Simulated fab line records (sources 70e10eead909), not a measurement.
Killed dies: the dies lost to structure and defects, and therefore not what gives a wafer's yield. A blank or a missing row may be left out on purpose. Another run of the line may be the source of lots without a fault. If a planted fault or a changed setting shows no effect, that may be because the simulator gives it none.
Which tool was responsible?    flow nandHarc    24 lots, 72 wafers sampled, at 6 steps of a route of 1302

WHAT THE GAUGES SHOWED, per wafer
The record holds no reading of a measuring or inspecting step that can be judged against a usual standard deviation.

WHICH TOOL RAN EACH LOT (tool, then ch and the chambers of the sampled wafers, then the start)
lot   NHARC_A_CHANNEL_FILL_D2_ALD_14   NHARC_A_CHANNEL_FILL_D2_ETCHBACK_19  NHARC_A_STAIRCASE_DEP_156        NHARC_A_STAIRCASE_DESCUM_186       NHARC_A_STAIRCASE_ETCH_190     NHARC_A_STAIRCASE_TRIM_200
L074  aldHk-04 ch 0,1,2, day 15 01:12  rieSi-02 ch 0,2,3, day 15 18:41      pecvd-01 ch 0,1,2, day 16 19:44  rieDiel-06 ch 0,1,3, day 17 02:13  rieDiel-06 ch 1,2,3, no start  rieDiel-06 ch 1,2,3, no start
L075  aldHk-03 ch 0,2,3, day 15 05:16  rieSi-05 ch 0,2,3, day 15 22:23      pecvd-02 ch 0,2, day 16 19:34    rieDiel-06 ch 0,1,2, day 17 02:03  rieDiel-06 ch 1,2,3, no start  rieDiel-03 ch 0,2,3, no start
L076  aldHk-03 ch 0,1,3, day 15 05:32  rieSi-06 ch 0,2,3, day 15 22:23      pecvd-01 ch 0,1, day 16 22:43    rieDiel-05 ch 0,1,3, day 17 05:07  rieDiel-05 ch 1,2,3, no start  rieDiel-05 ch 0,2, no start
L077  aldHk-02 ch 0,2,3, day 15 09:54  rieSi-06 ch 0,2,3, day 16 02:55      pecvd-02 ch 0,1, day 17 03:43    rieDiel-05 ch 1,2,3, day 17 11:56  rieDiel-05 ch 0,1,3, no start  rieDiel-05 ch 0,1,2, no start
L078  aldHk-03 ch 1,3, day 15 19:05    rieSi-05 ch 0,1,3, day 16 12:23      pecvd-01 ch 0,1,2, day 17 12:50  rieDiel-03 ch 2,3, day 17 19:38    rieDiel-03 ch 0,1,3, no start  rieDiel-06 ch 0,3, no start
L080  aldHk-04 ch 0,1, day 15 23:12    rieSi-02 ch 0,1, day 16 16:18        pecvd-02 ch 0,1,2, day 17 19:34  rieDiel-06 ch 1,2, day 18 02:09    rieDiel-06 ch 0,2,3, no start  rieDiel-06 ch 0,2,3, no start
L079  aldHk-03 ch 1,2,3, day 15 23:16  rieSi-06 ch 0,1,3, day 16 16:17      pecvd-01 ch 0,2, day 17 15:45    rieDiel-06 ch 2,3, day 17 22:19    rieDiel-06 ch 0,2, no start    rieDiel-03 ch 0,2,3, no start
L081  aldHk-02 ch 0,1,2, day 16 14:02  rieSi-05 ch 0,1, day 17 07:28        pecvd-03 ch 0,1,2, day 18 09:28  rieDiel-05 ch 0,1, day 18 15:58    rieDiel-05 ch 1,2, no start    rieDiel-03 ch 0,2, no start
L082  aldHk-03 ch 0,3, day 17 00:54    rieSi-06 ch 1,3, day 17 19:59        pecvd-02 ch 0, day 18 21:31      rieDiel-03 ch 1,2,3, day 19 03:57  rieDiel-03 ch 1,3, no start    rieDiel-06 ch 1,2,3, no start
L083  aldHk-03 ch 0,1,2, day 18 00:32  rieSi-06 ch 1,2, day 18 17:32        pecvd-01 ch 0,2, day 19 19:00    rieDiel-03 ch 0,2,3, day 20 01:43  rieDiel-03 ch 2,3, no start    rieDiel-06 ch 0,2,3, no start
L084  aldHk-03 ch 0,2, day 18 07:46    rieSi-05 ch 0,1,3, day 19 00:53      pecvd-03 ch 0,1, day 20 01:32    rieDiel-05 ch 2,3, day 20 11:27    rieDiel-05 ch 0,2,3, no start  rieDiel-05 ch 2,3, no start
L085  aldHk-04 ch 1,2, day 18 13:14    rieSi-05 ch 0,1,3, day 19 05:55      pecvd-02 ch 0,1, day 20 06:29    rieDiel-03 ch 1,2, day 20 14:45    rieDiel-03 ch 2,3, no start    rieDiel-03 ch 2,3, no start
L086  aldHk-02 ch 0,1, day 18 13:17    rieSi-06 ch 2,3, day 19 05:54        pecvd-02 ch 0,1, day 20 10:25    rieDiel-03 ch 1,2,3, day 20 17:29  rieDiel-03 ch 0,2,3, no start  rieDiel-03 ch 1,2,3, no start
L087  aldHk-03 ch 1,2, day 18 22:38    rieSi-05 ch 0,3, day 19 16:35        pecvd-01 ch 0,1,2, day 20 20:14  rieDiel-03 ch 1,2,3, day 21 02:58  rieDiel-03 ch 2,3, no start    rieDiel-03 ch 1,2, no start
L088  aldHk-04 ch 1,2,3, day 19 22:51  rieSi-06 ch 0,1,2, day 20 15:54      pecvd-03 ch 0,1, day 21 16:07    rieDiel-05 ch 1,2,3, day 21 22:40  rieDiel-05 ch 0,1,3, no start  rieDiel-06 ch 1,2,3, no start
L089  aldHk-03 ch 0,2, day 20 04:17    rieSi-06 ch 0,2, day 20 21:05        pecvd-03 ch 0,1, day 21 21:23    rieDiel-03 ch 0,1, day 22 03:46    rieDiel-03 ch 0,1, no start    rieDiel-06 ch 1,3, no start
L090  aldHk-03 ch 0,1,2, day 20 22:32  rieSi-02 ch 1,2, day 21 16:36        pecvd-03 ch 1,2, day 22 16:46    rieDiel-05 ch 2,3, day 22 23:36    rieDiel-05 ch 0,2, no start    rieDiel-06 ch 0,1,2, no start
L091  aldHk-02 ch 0,2,3, day 20 22:35  rieSi-06 ch 0,1, day 21 16:36        pecvd-01 ch 0,1,2, day 22 16:47  rieDiel-06 ch 1,2,3, day 22 23:05  rieDiel-06 ch 2,3, no start    rieDiel-03 ch 1,2, no start
L093  aldHk-04 ch 0,1,3, day 21 17:52  rieSi-06 ch 1,2, day 22 12:52        pecvd-03 ch 1,2, day 23 13:11    rieDiel-06 ch 0,2,3, day 23 20:22  rieDiel-06 ch 0,2,3, no start  rieDiel-03 ch 1,2,3, no start
L092  aldHk-04 ch 0,2, day 21 21:10    rieSi-05 ch 1,2, day 22 12:52        pecvd-02 ch 1,2, day 23 13:11    rieDiel-05 ch 0,1,2, day 23 20:00  rieDiel-05 ch 0,1, no start    rieDiel-03 ch 0,1,2, no start
L094  aldHk-04 ch 1,2, day 21 21:21    rieSi-02 ch 1,2, day 22 12:52        pecvd-01 ch 0,2, day 23 13:18    rieDiel-05 ch 2,3, day 23 20:31    rieDiel-05 ch 1,2,3, no start  rieDiel-05 ch 1,2,3, no start
L095  aldHk-02 ch 1,2,3, day 22 20:52  rieSi-05 ch 0,1,3, day 23 16:44      pecvd-03 ch 0,1, day 24 16:47    rieDiel-06 ch 0,1,2, day 24 23:18  rieDiel-06 ch 0,2,3, no start  rieDiel-05 ch 0,1, no start
L096  aldHk-04 ch 0,2,3, day 23 06:12  rieSi-02 ch 1,2,3, day 24 00:06      pecvd-02 ch 1,2, day 25 01:43    rieDiel-03 ch 1,2,3, day 25 08:22  rieDiel-03 ch 0,2, no start    rieDiel-03 ch 0,2,3, no start
L097  aldHk-04 ch 1,3, day 23 11:39    rieSi-05 ch 1,3, day 24 04:37        pecvd-02 ch 0,1,2, day 25 05:01  rieDiel-03 ch 0,2,3, day 25 12:53  rieDiel-03 ch 0,2,3, no start  rieDiel-03 ch 0,2,3, no start
- NHARC_A_CHANNEL_FILL_D2_ALD_14: deposits SiO2, target thk 2.5 nm, pulse time 10 s, ald cycles 25.
- NHARC_A_CHANNEL_FILL_D2_ETCHBACK_19: etches the open film in HBr/Cl2, target depth 5 nm, time 1.7 s.
- NHARC_A_STAIRCASE_DEP_156: deposits SiNx, target thk 50 nm.
- NHARC_A_STAIRCASE_DESCUM_186: chemistry O2, time 3 s.
- NHARC_A_STAIRCASE_ETCH_190: etches the open film in C4F8/O2, target depth 100 nm, time 40.5 s.
- NHARC_A_STAIRCASE_TRIM_200: chemistry O2, time 211.2 s.

AS READ BY THE TOOLS THEMSELVES (means over the sampled wafers that have a number; for cases with no such wafer, the mark the record gives instead)
NHARC_A_CHANNEL_FILL_D2_ALD_14. Usual: heaterPowerW 481 W, standard deviation 55; precursorPulseHeightRel 0.998, standard deviation 0.019.
lot   tool      heaterPowerW (W)  precursorPulseHeightRel  flag
L074  aldHk-04  430               0.993                    
L075  aldHk-03  522               0.994                    
L076  aldHk-03  492               1.002                    
L077  aldHk-02  525               0.980                    
L078  aldHk-03  466               0.998                    
L080  aldHk-04  400               0.998                    
L079  aldHk-03  503               0.967                    
L081  aldHk-02  489               1.018                    
L082  aldHk-03  529               0.992                    
L083  aldHk-03  479               0.999                    
L084  aldHk-03  492               0.994                    
L085  aldHk-04  448               0.997                    
L086  aldHk-02  481               1.013                    
L087  aldHk-03  503               1.018                    
L088  aldHk-04  448               1.009                    
L089  aldHk-03  497               0.988                    
L090  aldHk-03  479               0.997                    
L091  aldHk-02  543               1.009                    
L093  aldHk-04  431               0.998                    
L092  aldHk-04  478               0.996                    
L094  aldHk-04  457               0.998                    
L095  aldHk-02  537               1.004                    
L096  aldHk-04  477               0.996                    
L097  aldHk-04  452               0.984                    

NHARC_A_CHANNEL_FILL_D2_ETCHBACK_19. Usual: drypumpMotorCurrentA 5.7 A, standard deviation 0.44; hbrFlowSccm 150.0 sccm, standard deviation 0.39; oesProductAu 1.000 a.u., standard deviation 0.0071; throttleValvePct 26.406 %, standard deviation 0.0099.
lot   tool      drypumpMotorCurrentA (A)  hbrFlowSccm (sccm)  oesProductAu (a.u.)  throttleValvePct (%)  flag
L074  rieSi-02  5.9                       150.4               0.995                26.400                
L075  rieSi-05  5.9                       149.8               1.000                26.402                
L076  rieSi-06  5.3                       149.6               0.999                26.411                
L077  rieSi-06  5.3                       150.2               1.001                26.400                
L078  rieSi-05  5.9                       149.9               0.998                26.403                
L080  rieSi-02  5.5                       149.9               0.998                26.408                
L079  rieSi-06  5.6                       150.2               1.005                26.414                
L081  rieSi-05  5.9                       150.2               1.003                26.406                
L082  rieSi-06  6.1                       150.2               0.996                26.405                
L083  rieSi-06  5.7                       150.0               1.000                26.398                
L084  rieSi-05  5.9                       149.5               0.999                26.410                
L085  rieSi-05  5.9                       150.0               1.004                26.404                
L086  rieSi-06  5.5                       150.1               0.997                26.403                
L087  rieSi-05  5.8                       150.0               1.000                26.406                
L088  rieSi-06  5.5                       149.9               0.997                26.414                
L089  rieSi-06  5.2                       149.6               1.008                26.407                
L090  rieSi-02  5.3                       150.2               0.994                26.403                
L091  rieSi-06  5.3                       150.0               0.999                26.403                
L093  rieSi-06  5.7                       149.6               0.999                26.406                
L092  rieSi-05  6.1                       150.0               0.997                26.406                
L094  rieSi-02  5.4                       150.1               1.000                26.403                
L095  rieSi-05  5.9                       150.2               1.000                26.413                
L096  rieSi-02  5.7                       149.9               1.002                26.392                
L097  rieSi-05  5.9                       150.0               1.002                26.411                

NHARC_A_STAIRCASE_DEP_156. Usual: heaterPowerW 697 W, standard deviation 95.
lot   tool      heaterPowerW (W)  flag
L074  pecvd-01  666               
L075  pecvd-02  730               
L076  pecvd-01  726               
L077  pecvd-02  790               
L078  pecvd-01  710               
L080  pecvd-02  701               
L079  pecvd-01  636               
L081  pecvd-03  694               
L082  pecvd-02  814               
L083  pecvd-01  707               
L084  pecvd-03  684               
L085  pecvd-02  765               
L086  pecvd-02  708               
L087  pecvd-01  685               
L088  pecvd-03  613               
L089  pecvd-03  754               
L090  pecvd-03  760               
L091  pecvd-01  680               
L093  pecvd-03  741               
L092  pecvd-02  673               
L094  pecvd-01  605               
L095  pecvd-03  673               
L096  pecvd-02  607               
L097  pecvd-02  683               

NHARC_A_STAIRCASE_DESCUM_186. Usual: drypumpMotorCurrentA 5.8 A, standard deviation 0.44; o2FlowSccm 200.1 sccm, standard deviation 0.58; oesProductAu 1.001 a.u., standard deviation 0.0082; rfVppV 57.5 V, standard deviation 0.94; showerheadPlenumPTorr 1.87 Torr, standard deviation 0.091; throttleValvePct 11.311 %, standard deviation 0.0092.
lot   tool        drypumpMotorCurrentA (A)  o2FlowSccm (sccm)  oesProductAu (a.u.)  rfVppV (V)  showerheadPlenumPTorr (Torr)  throttleValvePct (%)  flag
L074  rieDiel-06  5.9                       200.0              1.003                57.7        1.83                          11.309                
L075  rieDiel-06  6.0                       200.2              1.007                58.0        1.89                          11.305                
L076  rieDiel-05  5.6                       200.0              1.010                57.7        1.87                          11.300                
L077  rieDiel-05  5.9                       200.1              1.006                57.4        1.88                          11.306                
L078  rieDiel-03  5.7                       200.8              0.994                57.2        1.88                          11.317                
L080  rieDiel-06  6.2                       200.0              1.001                58.0        1.89                          11.311                
L079  rieDiel-06  5.6                       199.3              1.004                57.6        1.85                          11.316                
L081  rieDiel-05  5.3                       199.9              0.999                58.0        2.07                          11.318                
L082  rieDiel-03  5.7                       200.2              1.000                57.3        1.88                          11.304                
L083  rieDiel-03  5.8                       200.3              0.999                57.7        1.86                          11.311                
L084  rieDiel-05  6.4                       200.2              0.996                56.5        1.78                          11.314                
L085  rieDiel-03  5.9                       200.3              1.002                57.3        1.85                          11.308                
L086  rieDiel-03  5.6                       200.1              0.996                57.6        1.87                          11.321                
L087  rieDiel-03  5.6                       200.3              0.989                57.5        1.87                          11.305                
L088  rieDiel-05  5.9                       200.4              1.003                58.1        1.87                          11.312                
L089  rieDiel-03  5.5                       199.6              0.996                58.2        1.88                          11.310                
L090  rieDiel-05  6.4                       200.3              1.004                57.6        1.77                          11.315                
L091  rieDiel-06  5.9                       200.3              0.998                57.7        1.85                          11.310                
L093  rieDiel-06  5.7                       200.0              1.004                55.9        1.85                          11.305                
L092  rieDiel-05  5.6                       200.2              0.998                58.2        1.95                          11.310                
L094  rieDiel-05  6.4                       200.1              1.009                56.8        1.76                          11.313                
L095  rieDiel-06  6.0                       199.5              0.995                57.6        1.87                          11.317                
L096  rieDiel-03  5.7                       199.8              0.993                57.5        1.86                          11.301                
L097  rieDiel-03  5.8                       200.5              1.000                56.4        1.84                          11.321                

NHARC_A_STAIRCASE_ETCH_190. Usual: oesProductAu 0.943 a.u., standard deviation 0.011; rfVppV 894 V, standard deviation 6.
lot   tool        oesProductAu (a.u.)  rfVppV (V)  flag
L074  rieDiel-06  0.939                894         
L075  rieDiel-06  0.941                894         
L076  rieDiel-05  0.958                895         
L077  rieDiel-05  0.947                893         
L078  rieDiel-03  0.948                895         
L080  rieDiel-06  0.952                893         
L079  rieDiel-06  0.937                896         
L081  rieDiel-05  0.936                893         
L082  rieDiel-03  0.936                895         
L083  rieDiel-03  0.941                893         
L084  rieDiel-05  0.936                893         
L085  rieDiel-03  0.941                891         
L086  rieDiel-03  0.934                892         
L087  rieDiel-03  0.951                893         
L088  rieDiel-05  0.956                898         
L089  rieDiel-03  0.944                895         
L090  rieDiel-05  0.955                899         
L091  rieDiel-06  0.956                894         
L093  rieDiel-06  0.928                893         
L092  rieDiel-05  0.946                904         
L094  rieDiel-05  0.941                892         
L095  rieDiel-06  0.952                892         
L096  rieDiel-03  0.939                891         
L097  rieDiel-03  0.937                891         

NHARC_A_STAIRCASE_TRIM_200. Usual: drypumpMotorCurrentA 5.8 A, standard deviation 0.39; o2FlowSccm 500.2 sccm, standard deviation 1.4; oesProductAu 0.997 a.u., standard deviation 0.0075; rfVppV 57.6 V, standard deviation 0.83; showerheadPlenumPTorr 3.44 Torr, standard deviation 0.13; throttleValvePct 17.036 %, standard deviation 0.0096.
lot   tool        drypumpMotorCurrentA (A)  o2FlowSccm (sccm)  oesProductAu (a.u.)  rfVppV (V)  showerheadPlenumPTorr (Torr)  throttleValvePct (%)  flag
L074  rieDiel-06  5.9                       501.2              0.997                58.0        3.45                          17.033                
L075  rieDiel-03  5.8                       500.3              0.999                57.5        3.44                          17.031                
L076  rieDiel-05  6.1                       500.9              0.994                58.1        3.29                          17.038                
L077  rieDiel-05  5.6                       499.9              0.996                58.2        3.45                          17.049                
L078  rieDiel-06  5.6                       501.9              0.993                57.5        3.35                          17.032                
L080  rieDiel-06  5.7                       500.5              1.000                57.2        3.44                          17.043                
L079  rieDiel-03  5.8                       500.6              1.007                57.5        3.44                          17.027                
L081  rieDiel-03  5.9                       498.6              1.001                57.4        3.41                          17.049                
L082  rieDiel-06  6.0                       499.8              1.000                57.4        3.44                          17.045                
L083  rieDiel-06  5.7                       499.0              0.994                57.2        3.43                          17.037                
L084  rieDiel-05  6.4                       499.9              0.990                57.0        3.29                          17.034                
L085  rieDiel-03  5.8                       499.3              0.999                58.0        3.46                          17.038                
L086  rieDiel-03  5.7                       499.9              0.994                57.3        3.46                          17.032                
L087  rieDiel-03  5.7                       499.4              0.995                57.5        3.47                          17.032                
L088  rieDiel-06  5.9                       500.1              0.995                57.4        3.43                          17.033                
L089  rieDiel-06  5.8                       500.1              0.996                57.1        3.34                          17.037                
L090  rieDiel-06  6.0                       500.0              0.997                58.2        3.46                          17.046                
L091  rieDiel-03  5.8                       500.8              0.997                57.8        3.40                          17.030                
L093  rieDiel-03  5.7                       501.3              0.987                57.1        3.45                          17.036                
L092  rieDiel-03  5.8                       499.9              0.990                57.3        3.42                          17.034                
L094  rieDiel-05  5.9                       499.6              0.994                58.1        3.43                          17.035                
L095  rieDiel-05  5.3                       499.1              1.002                58.0        3.76                          17.037                
L096  rieDiel-03  5.8                       500.8              0.994                57.0        3.41                          17.040                
L097  rieDiel-03  5.8                       500.6              0.995                57.8        3.41                          17.040                

THE ANSWER, worked out from the rows above alone
Rule: lot off if the mean of its wafers having a number is beyond 3 standard deviations from the usual mean. A lot without any number at a reading at which 4 lots or more have one is off too. All remaining lots with rows at the step are treated as sound. First the gauges in route order, then the tools' own readings, where a lot's mean is used as printed above. The first step at which some lot is off is used, and at that step the reading that is off furthest; a lot without a number counts as furthest.
No lot is off at any reading shown: from this, nothing can be told.

WHAT THE SIMULATOR HAD PUT IN
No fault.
